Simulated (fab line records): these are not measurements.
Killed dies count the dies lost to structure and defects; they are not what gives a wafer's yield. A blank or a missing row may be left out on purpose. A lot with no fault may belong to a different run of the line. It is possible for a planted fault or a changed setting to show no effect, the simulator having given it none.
The tool behind it: which one? :: flow n5_finfet :: 11 lots, 33 wafers sampled, at 3 steps of a route of 1938

## WHAT THE GAUGES READ, wafer by wafer
N5_BEOL_M8_CD_MEAS_18: pitch 80 nm, target cd 40 nm.
lot: L852
measured: day 9 16:08
on: cd_sem-02
cd_nm (nm): 40.1 39.9 39.7

lot: L853
measured: day 9 17:08
on: cd_sem-02
cd_nm (nm): 40.0 41.1 40.3

lot: L854
measured: day 9 19:42
on: cd_sem-01
cd_nm (nm): 40.4 38.7 40.1

lot: L855
measured: day 9 23:34
on: cd_sem-01
cd_nm (nm): 40.5 40.8 40.3

lot: L856
measured: day 10 13:49
on: cd_sem-02
cd_nm (nm): 40.9 40.8 41.0

lot: L860
measured: day 11 18:41
on: cd_sem-03
cd_nm (nm): 39.2 39.0 39.6

lot: L865
measured: day 13 03:31
on: cd_sem-03
cd_nm (nm): 40.9 39.6 40.1

lot: L869
measured: day 13 17:36
on: cd_sem-03
cd_nm (nm): 41.7 40.6 40.8

lot: L866
measured: day 14 01:16
on: cd_sem-03
cd_nm (nm): 39.4 39.8 39.9

lot: L870
measured: day 14 06:38
on: cd_sem-01
cd_nm (nm): 41.5 40.8 41.7

lot: L871
measured: day 15 15:34
on: cd_sem-02
cd_nm (nm): 38.8 39.1 40.1

## TOOL THAT RAN EACH LOT (tool first, then ch and the chambers of the sampled wafers, then the start)
lot: L852
N5_BEOL_M8_DESCUM_16: rie_diel-02 ch 0,2,3, day 9 15:41
N5_BEOL_M8_HM_OPEN_17: rie_metal-02 ch 0,1, day 9 15:58

lot: L853
N5_BEOL_M8_DESCUM_16: rie_diel-06 ch 0,2,3, day 9 16:35
N5_BEOL_M8_HM_OPEN_17: rie_metal-01 ch 0,1, day 9 16:51

lot: L854
N5_BEOL_M8_DESCUM_16: rie_diel-06 ch 0,1, day 9 19:14
N5_BEOL_M8_HM_OPEN_17: rie_metal-03 ch 0,1, day 9 19:31

lot: L855
N5_BEOL_M8_DESCUM_16: rie_diel-06 ch 0,3, day 9 23:01
N5_BEOL_M8_HM_OPEN_17: rie_metal-01 ch 1, day 9 23:19

lot: L856
N5_BEOL_M8_DESCUM_16: rie_diel-01 ch 0,1, day 10 13:16
N5_BEOL_M8_HM_OPEN_17: rie_metal-01 ch 1, day 10 13:36

lot: L860
N5_BEOL_M8_DESCUM_16: rie_diel-01 ch 0,1,2, day 11 18:13
N5_BEOL_M8_HM_OPEN_17: rie_metal-01 ch 0,1, day 11 18:30

lot: L865
N5_BEOL_M8_DESCUM_16: rie_diel-01 ch 0,2, day 13 03:03
N5_BEOL_M8_HM_OPEN_17: rie_metal-02 ch 0, day 13 03:20

lot: L869
N5_BEOL_M8_DESCUM_16: rie_diel-02 ch 0,1, day 13 16:59
N5_BEOL_M8_HM_OPEN_17: rie_metal-03 ch 0,1, day 13 17:16

lot: L866
N5_BEOL_M8_DESCUM_16: rie_diel-06 ch 0,1, day 14 00:45
N5_BEOL_M8_HM_OPEN_17: rie_metal-03 ch 0,1, day 14 01:02

lot: L870
N5_BEOL_M8_DESCUM_16: rie_diel-02 ch 0,2,3, day 14 06:09
N5_BEOL_M8_HM_OPEN_17: rie_metal-01 ch 0,1, day 14 06:26

lot: L871
N5_BEOL_M8_DESCUM_16: rie_diel-02 ch 1,3, day 15 15:07
N5_BEOL_M8_HM_OPEN_17: rie_metal-02 ch 0,1, day 15 15:23
- N5_BEOL_M8_DESCUM_16: chemistry O2, time 7.9 s.
- N5_BEOL_M8_HM_OPEN_17: chemistry Cl2/BCl3, target TiN, target depth 20 nm, overetch 6 nm.

## AS READ BY THE TOOLS THEMSELVES (means over the sampled wafers that have a number; for cases with no such wafer, the mark the record gives instead)
N5_BEOL_M8_DESCUM_16.
lot: L852
tool: rie_diel-02
drypump_motor_current_A (A): 5.9
oes_product_au (a.u.): 0.78
rf_vpp_V (V): 244.0
showerhead_plenum_p_Torr (Torr): 2.06
throttle_valve_pct (%): 20.31

lot: L853
tool: rie_diel-06
drypump_motor_current_A (A): 5.4
oes_product_au (a.u.): 0.90
rf_vpp_V (V): 244.2
showerhead_plenum_p_Torr (Torr): 2.14
throttle_valve_pct (%): 20.36

lot: L854
tool: rie_diel-06
drypump_motor_current_A (A): 5.1
oes_product_au (a.u.): 0.84
rf_vpp_V (V): 243.5
showerhead_plenum_p_Torr (Torr): 2.15
throttle_valve_pct (%): 20.25

lot: L855
tool: rie_diel-06
drypump_motor_current_A (A): 5.4
oes_product_au (a.u.): 0.93
rf_vpp_V (V): 244.2
showerhead_plenum_p_Torr (Torr): 2.18
throttle_valve_pct (%): 20.24

lot: L856
tool: rie_diel-01
drypump_motor_current_A (A): 6.5
oes_product_au (a.u.): 0.87
rf_vpp_V (V): 243.4
showerhead_plenum_p_Torr (Torr): 2.06
throttle_valve_pct (%): 20.40

lot: L860
tool: rie_diel-01
drypump_motor_current_A (A): 5.9
oes_product_au (a.u.): 0.85
rf_vpp_V (V): 242.7
showerhead_plenum_p_Torr (Torr): 2.06
throttle_valve_pct (%): 20.25

lot: L865
tool: rie_diel-01
drypump_motor_current_A (A): 5.7
oes_product_au (a.u.): 0.79
rf_vpp_V (V): 243.6
showerhead_plenum_p_Torr (Torr): 2.06
throttle_valve_pct (%): 20.21

lot: L869
tool: rie_diel-02
drypump_motor_current_A (A): 5.5
oes_product_au (a.u.): 0.76
rf_vpp_V (V): 242.7
showerhead_plenum_p_Torr (Torr): 2.06
throttle_valve_pct (%): 20.43

lot: L866
tool: rie_diel-06
drypump_motor_current_A (A): 5.3
oes_product_au (a.u.): 0.85
rf_vpp_V (V): 244.5
showerhead_plenum_p_Torr (Torr): 2.18
throttle_valve_pct (%): 20.34

lot: L870
tool: rie_diel-02
drypump_motor_current_A (A): 5.8
oes_product_au (a.u.): 0.84
rf_vpp_V (V): 242.7
showerhead_plenum_p_Torr (Torr): 2.14
throttle_valve_pct (%): 20.23

lot: L871
tool: rie_diel-02
drypump_motor_current_A (A): 5.7
oes_product_au (a.u.): 0.91
rf_vpp_V (V): 244.4
showerhead_plenum_p_Torr (Torr): 2.22
throttle_valve_pct (%): 20.02

N5_BEOL_M8_HM_OPEN_17.
lot: L852
tool: rie_metal-02
bias_w (W): 126.0
drypump_motor_current_A (A): 5.6
oes_product_au (a.u.): 0.62
throttle_valve_pct (%): 22.11

lot: L853
tool: rie_metal-01
bias_w (W): 125.9
drypump_motor_current_A (A): 5.6
oes_product_au (a.u.): 0.53
throttle_valve_pct (%): 21.94

lot: L854
tool: rie_metal-03
bias_w (W): 126.1
drypump_motor_current_A (A): 6.0
oes_product_au (a.u.): 0.71
throttle_valve_pct (%): 22.26

lot: L855
tool: rie_metal-01
bias_w (W): 126.2
drypump_motor_current_A (A): 6.3
oes_product_au (a.u.): 0.56
throttle_valve_pct (%): 22.06

lot: L856
tool: rie_metal-01
bias_w (W): 125.8
drypump_motor_current_A (A): 6.3
oes_product_au (a.u.): 0.56
throttle_valve_pct (%): 22.06

lot: L860
tool: rie_metal-01
bias_w (W): 125.9
drypump_motor_current_A (A): 6.0
oes_product_au (a.u.): 0.63
throttle_valve_pct (%): 22.02

lot: L865
tool: rie_metal-02
bias_w (W): 125.5
drypump_motor_current_A (A): 5.8
oes_product_au (a.u.): 0.58
throttle_valve_pct (%): 21.98

lot: L869
tool: rie_metal-03
bias_w (W): 126.3
drypump_motor_current_A (A): 6.0
oes_product_au (a.u.): 0.67
throttle_valve_pct (%): 22.29

lot: L866
tool: rie_metal-03
bias_w (W): 125.9
drypump_motor_current_A (A): 6.0
oes_product_au (a.u.): 0.68
throttle_valve_pct (%): 22.28

lot: L870
tool: rie_metal-01
bias_w (W): 125.5
drypump_motor_current_A (A): 5.6
oes_product_au (a.u.): 0.69
throttle_valve_pct (%): 21.94

lot: L871
tool: rie_metal-02
bias_w (W): 125.9
drypump_motor_current_A (A): 5.4
oes_product_au (a.u.): 0.65
throttle_valve_pct (%): 22.26

## THE ANSWER, worked out from the rows above alone
Rule: the lots themselves supply what counts as usual. Put in order of their means at a reading, lots are off if they are a third of the lots or fewer, leave a main group of 4 or more, and stand apart from it by a gap of 3 or more times the standard deviation of the main group's means; of several such gaps the widest counts. The tables above print the reading to a certain number of digits; a main group whose means all agree to those digits is not used. A lot without any number at a reading at which 4 lots or more have one is off too. Any other lot the step has rows for is counted as sound. First the gauges in route order, then the tools' own readings, where a lot's mean is used as printed above. At the first step where some lot is off, the reading lying furthest off is the one used; lots without a number count as furthest.
Nothing can be told from this: no lot is off at any reading shown.

## WHAT THE SIMULATOR HAD INSERTED
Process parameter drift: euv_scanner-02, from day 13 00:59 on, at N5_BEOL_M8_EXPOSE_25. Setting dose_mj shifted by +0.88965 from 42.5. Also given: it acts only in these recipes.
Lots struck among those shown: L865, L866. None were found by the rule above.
